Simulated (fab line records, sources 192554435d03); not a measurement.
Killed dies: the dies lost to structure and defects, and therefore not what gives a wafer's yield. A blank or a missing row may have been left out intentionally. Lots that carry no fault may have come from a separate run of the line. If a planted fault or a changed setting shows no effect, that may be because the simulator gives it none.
Lot-split experiment    flow n5Finfet    route with 1938 steps; 7 lots, 21 wafers read

== SPLIT DETAILS ==
At N5_BEOL_M10_COAT_59 (time 60 s, resist thk 100 nm), the setting spinRpm was moved away from the recipe's 1500 rpm on 8 of the 21 wafers read, by -10.6% to +8.0%. This setting was run at the recipe's value on the other wafers.

== FROM THE SPLIT TO THE READING: what the file shows between them, 5 steps ==
- N5_BEOL_M10_DESCUM_16: chemistry O2, time 7.9 s (also split here: timeS)
- N5_BEOL_M10_ETCH_61: etches SiARC in CF4, target depth 39 nm, time 65 s
- N5_BEOL_M10_ETCH_62: etches SOC in N2/H2, target depth 110 nm, overetch 22 nm, time 165 s
- N5_BEOL_M10_STRIP_68: strips in N2/H2
- N5_BEOL_M10_STRIP_67: strips in CF4

== THE READING ==
SOC_of_BEOL_M10_COAT_59.thkNm (the simulator's own value, which no gauge read), in nm, at N5_BEOL_M10_HM_OPEN_17 (chemistry Cl2/BCl3, target TiN, target depth 20 nm, overetch 6 nm). The file does not state a usual value for it. Average 92.0 nm, standard deviation 0.34 nm, over the 13 wafers here run with the recipe.

wafer   tool, chamber at the split  spinRpm as run, rpm  against the recipe  SOC_of_BEOL_M10_COAT_59.thkNm, nm  against lot-mates on the recipe
L074.3  lithoTrack-04, 0            1620                 +8.0%               88.6                               no lot-mate on the recipe
L074.5  lithoTrack-04, 0            1620                 +8.0%               88.2                               no lot-mate on the recipe
L074.6  lithoTrack-04, 0            1620                 +8.0%               88                                 no lot-mate on the recipe
L076.2  lithoTrack-05, 0            1500                 recipe              91.6                               -
L076.4  lithoTrack-05, 0            1500                 recipe              91.8                               -
L076.5  lithoTrack-05, 0            1500                 recipe              92.2                               -
L090.3  lithoTrack-04, 0            1398                 -6.8%               95.6                               +3.6
L090.6  lithoTrack-04, 0            1398                 -6.8%               95.6                               +3.6
L090.4  lithoTrack-04, 0            1500                 recipe              92                                 -
L088.1  lithoTrack-01, 0            1500                 recipe              91.6                               -
L088.6  lithoTrack-01, 0            1500                 recipe              91.6                               -
L088.3  lithoTrack-01, 0            1500                 recipe              91.4                               -
L087.1  lithoTrack-04, 0            1554                 +3.6%               90.4                               -1.8
L087.5  lithoTrack-04, 0            1500                 recipe              92                                 -
L087.6  lithoTrack-04, 0            1500                 recipe              92.4                               -
L091.2  lithoTrack-01, 0            1500                 recipe              92                                 -
L091.3  lithoTrack-01, 0            1500                 recipe              92.2                               -
L091.5  lithoTrack-01, 0            1500                 recipe              92.2                               -
L092.3  lithoTrack-05, 0            1341                 -10.6%              98.2                               +5.6
L092.5  lithoTrack-05, 0            1341                 -10.6%              98.4                               +5.8
L092.6  lithoTrack-05, 0            1500                 recipe              92.6                               -

FIT RESULTS
A straight line over all 21 wafers: SOC_of_BEOL_M10_COAT_59.thkNm changes by -0.53 nm for each +1% of spinRpm; r = -0.99; the points scatter about the line by 0.41 nm.
The same after taking each lot's own level away (the mean of its wafers on the recipe; 18 wafers): -0.533 nm for each +1%; r = -1.00; scatter 0.15 nm.
The reading moves by 5.7 nm for the largest change in spinRpm, on that fit.
The lots' own levels span 91.53 to 92.60 nm, that is 3.1 times the standard deviation above.
So the lot-to-lot level changes the slope little: the two slopes agree.
Check: with one of the wafers moved furthest among these (-10.6%) left out of the fit, the line predicts +5.69 nm for it against its lot-mates. It came out at +5.6 nm against them.

== OTHER SPLITS ON THESE WAFERS ==
These wafers also went through other splits before the reading. Each is held against what the fit with the lots' levels taken away leaves over:
other split on the same wafers   wafers away from the commonest value  r with SOC_of_BEOL_M10_COAT_59.thkNm (lot level and that fit taken away)
N5_BEOL_M8_DESCUM_16 timeS       7                                     -0.18
N5_BEOL_M9_ETCH_66 biasW         9                                     +0.39
N5_BEOL_M9_TRENCH_ETCH_37 biasW  8                                     -0.43
N5_BEOL_M10_DESCUM_16 timeS      6                                     +0.06

== THE WHOLE CHAIN: every reading that the file lists as answering this split, in the file's order ==
step                    what it does                                                          reading                                                                         change (the file's fit)                r (the file's)
N5_BEOL_M10_COAT_59     time 60 s, resist thk 100 nm                                          SOC_of_BEOL_M10_COAT_59.thkNm (the simulator's own value, which no gauge read)  -0.543 nm for each +1% of the setting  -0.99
N5_BEOL_M10_ETCH_62     etches SOC in N2/H2, target depth 110 nm, overetch 22 nm, time 165 s  etch.depthNm (the simulator's own value, which no gauge read)                   -0.552 nm for each +1% of the setting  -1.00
N5_BEOL_M10_HM_OPEN_17  chemistry Cl2/BCl3, target TiN, target depth 20 nm, overetch 6 nm     SOC_of_BEOL_M10_COAT_59.thkNm (the simulator's own value, which no gauge read)  -0.533 nm for each +1% of the setting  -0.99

== THE FILE'S OWN FIT ==
SOC_of_BEOL_M10_COAT_59.thkNm changes by -0.533 nm for each +1% of spinRpm, r = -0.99.
